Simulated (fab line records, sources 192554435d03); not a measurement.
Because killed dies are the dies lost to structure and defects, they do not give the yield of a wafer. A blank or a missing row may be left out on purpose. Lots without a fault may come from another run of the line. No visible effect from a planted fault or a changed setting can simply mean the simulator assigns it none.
Which tool is to blame? ; flow n5_finfet ; Sampling: 12 lots, 33 wafers, 5 of 1938 route steps

WHAT THE GAUGES SHOWED, per wafer
N5_FIN_CUT_CD_MEAS_08: target cd 29.1 nm. Usual: cd_nm reads 29.11 nm (standard deviation 0.21).
lot;measured;on;cd_nm (nm);flag
L776;day 2 08:08;cd_sem-02;28.89 29.01 28.97;
L778;day 2 20:56;cd_sem-02;29.18 29.38 29.42;
L779;day 3 03:38;cd_sem-02;29.09 28.88 28.84;
L780;day 3 09:16;cd_sem-03;29.31 29.11 29.14;
L784;day 4 09:58;cd_sem-01;29.12 28.63 29.20;
L785;day 4 15:12;cd_sem-03;29.09 29.28 28.80;
L786;day 5 01:02;cd_sem-02;29.73 28.89 29.19;
L791;day 6 04:26;cd_sem-02;28.72 29.04 29.14;
L794;day 6 22:42;cd_sem-02;29.24 29.28;
L795;day 7 03:26;cd_sem-01;29.16 28.61;
L796;day 7 11:35;cd_sem-03;29.08 29.13;
L798;day 8 00:17;cd_sem-02;28.78 28.76 29.10;

N5_STI_FIN_REVEAL_FIN_H_MEAS_10. Usual: trench_depth_nm reads 51.9 nm (standard deviation 0.72).
lot;measured;on;trench_depth_nm (nm);flag
L776;day 2 18:11;ocd-01;52.0 51.6 51.1;
L778;day 3 07:43;ocd-01;52.6 54.5 52.7;
L779;day 3 13:58;ocd-01;51.6 51.8 51.3;
L780;day 3 19:31;ocd-01;52.4 52.3 52.0;
L784;day 4 20:25;ocd-02;51.1 51.6 51.5;
L785;day 5 01:26;ocd-01;52.9 53.4 51.8;
L786;day 5 11:04;ocd-01;51.4 51.4 52.0;
L791;day 6 14:23;ocd-02;53.2 53.5 51.7;
L794;day 7 10:18;ocd-02;51.1 45.9;OFF
L795;day 7 13:20;ocd-01;52.6 45.2;OFF
L796;day 7 21:26;ocd-02;46.7 45.4;OFF
L798;day 8 10:53;ocd-01;51.8 52.2 52.5;

N5_DUMMY_GATE_CD_MEAS_15: target cd 25.8 nm. Usual: cd_nm reads 25.03 nm (standard deviation 0.24).
lot;measured;on;cd_nm (nm);flag
L776;day 3 02:46;cd_sem-02;25.04 24.69 25.22;
L778;day 3 16:32;cd_sem-02;24.87 24.77 25.04;
L779;day 3 22:40;cd_sem-03;25.15 24.62 25.01;
L780;day 4 04:05;cd_sem-01;25.08 25.16 24.89;
L784;day 5 05:06;cd_sem-02;25.37 24.97 25.16;
L785;day 5 10:10;cd_sem-02;24.83 24.97 24.64;
L786;day 5 19:38;cd_sem-01;24.90 24.94 24.92;
L791;day 6 22:59;cd_sem-02;24.51 24.86 25.02;
L794;day 7 18:52;cd_sem-01;24.90 25.14;
L795;day 7 21:58;cd_sem-02;24.91 24.74;
L796;day 8 06:01;cd_sem-03;24.43 25.43;
L798;day 8 20:43;cd_sem-02;25.49 25.10 25.33;

EACH LOT AND THE TOOL THAT RAN IT (in order: tool; ch and the chambers of the sampled wafers; start)
lot;N5_STI_FIN_REVEAL_ETCHBACK_08;N5_DUMMY_GATE_ALD_02
L776;rie_diel-05 ch 1,2,3, day 2 15:10;ald_sin-04 ch 1,2,3, day 2 18:22
L778;rie_diel-03 ch 0,1,2, day 3 04:37;ald_sin-03 ch 0,1, day 3 08:02
L779;rie_diel-05 ch 1,2, day 3 10:46;ald_sin-03 ch 0,1,3, day 3 14:09
L780;rie_diel-03 ch 0,2,3, day 3 16:02;ald_sin-01 ch 1,2,3, day 3 19:41
L784;rie_diel-05 ch 0,1,2, day 4 17:22;ald_sin-04 ch 2,3, day 4 20:35
L785;rie_diel-04 ch 0,1,3, day 4 21:57;ald_sin-03 ch 2,3, day 5 01:37
L786;rie_diel-05 ch 0,1, day 5 08:04;ald_sin-03 ch 0,1, day 5 11:14
L791;rie_diel-03 ch 0,1, day 6 11:22;ald_sin-03 ch 0,1, day 6 14:34
L794;rie_diel-03 ch 1,2, day 7 07:19;ald_sin-04 ch 3, day 7 10:29
L795;rie_diel-03 ch 0, day 7 10:22;ald_sin-03 ch 1, day 7 13:35
L796;rie_diel-03 ch 2,3, day 7 18:29;ald_sin-03 ch 2,3, day 7 21:39
L798;rie_diel-04 ch 1,2,3, day 8 07:55;ald_sin-03 ch 0,2,3, day 8 12:13
- N5_STI_FIN_REVEAL_ETCHBACK_08: etches SiO2 in C4F6/O2, target depth 30.5 nm, time 10.167 s.
- N5_DUMMY_GATE_ALD_02: deposits SiO2, target thk 2 nm, pulse time 1 s.

AS READ BY THE TOOLS THEMSELVES (means over the sampled wafers that have a number; for cases with no such wafer, the mark the record gives instead)
N5_STI_FIN_REVEAL_ETCHBACK_08. Usual: C4F6_flow_sccm 10.00 sccm, standard deviation 0.032; drypump_motor_current_A 5.9 A, standard deviation 0.47; oes_product_au 0.76 a.u., standard deviation 0.077; rf_vpp_V 660 V, standard deviation 13; showerhead_plenum_p_Torr 2.83 Torr, standard deviation 0.083; throttle_valve_pct 21.06 %, standard deviation 0.24.
lot;tool;C4F6_flow_sccm (sccm);drypump_motor_current_A (A);oes_product_au (a.u.);rf_vpp_V (V);showerhead_plenum_p_Torr (Torr);throttle_valve_pct (%);flag
L776;rie_diel-05;10.01;5.7;0.73;648;2.84;20.98;
L778;rie_diel-03;10.00;5.9;0.81;663;2.87;21.23;
L779;rie_diel-05;10.02;5.3;0.74;650;2.79;20.99;
L780;rie_diel-03;10.05;5.6;0.84;668;2.88;21.34;
L784;rie_diel-05;9.97;5.6;0.71;649;2.74;21.01;
L785;rie_diel-04;10.00;6.3;0.75;674;2.88;20.88;
L786;rie_diel-05;10.00;5.3;0.72;646;2.79;20.91;
L791;rie_diel-03;10.01;6.2;0.85;658;2.81;20.99;
L794;rie_diel-03;10.00;6.3;0.80;661;2.87;21.27;
L795;rie_diel-03;9.95;5.3;0.73;662;2.84;21.24;
L796;rie_diel-03;10.00;5.8;0.81;670;2.88;21.48;
L798;rie_diel-04;9.96;6.2;0.73;665;2.82;21.07;

N5_DUMMY_GATE_ALD_02. Usual: heater_power_w 485 W, standard deviation 52; precursor_pulse_height_rel 1.001, standard deviation 0.02.
lot;tool;heater_power_w (W);precursor_pulse_height_rel;flag
L776;ald_sin-04;470;1.014;
L778;ald_sin-03;479;1.009;
L779;ald_sin-03;486;1.002;
L780;ald_sin-01;519;1.002;
L784;ald_sin-04;455;0.979;
L785;ald_sin-03;509;1.006;
L786;ald_sin-03;476;1.000;
L791;ald_sin-03;454;1.011;
L794;ald_sin-04;444;1.012;
L795;ald_sin-03;510;1.010;
L796;ald_sin-03;505;1.002;
L798;ald_sin-03;481;1.015;

THE ANSWER, worked out from the rows above alone
Rule: a lot is off if the mean of its wafers that have a number lies more than 3 standard deviations from the usual mean. Also off: a lot with no number at a reading for which 4 or more lots have one. Where the step has rows for the other lots, those lots are counted as sound. After the gauges, taken in route order, come the tools' own readings; for these a lot's mean is taken, as printed above. At the first step where some lot is off, the reading lying furthest off is the one used; lots without a number count as furthest.
Off, at N5_STI_FIN_REVEAL_FIN_H_MEAS_10 on trench_depth_nm: L794, L795, L796.
A tool fits if, at a process step before that reading, it ran every lot that is off, and no sound lot after the first of them. Gauges at N5_STI_FIN_REVEAL_FIN_H_MEAS_10: tried the same way as those tools. One candidate fits, namely rie_diel-03 at N5_STI_FIN_REVEAL_ETCHBACK_08. Its last sound lot is L791 (day 6 11:22), its first lot that is off L794 (day 7 07:19): a fault that began between those two fits.

WHAT THE SIMULATOR PUT IN
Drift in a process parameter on rie_diel-03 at N5_STI_FIN_REVEAL_ETCHBACK_08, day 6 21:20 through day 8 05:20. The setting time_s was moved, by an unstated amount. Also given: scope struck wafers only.
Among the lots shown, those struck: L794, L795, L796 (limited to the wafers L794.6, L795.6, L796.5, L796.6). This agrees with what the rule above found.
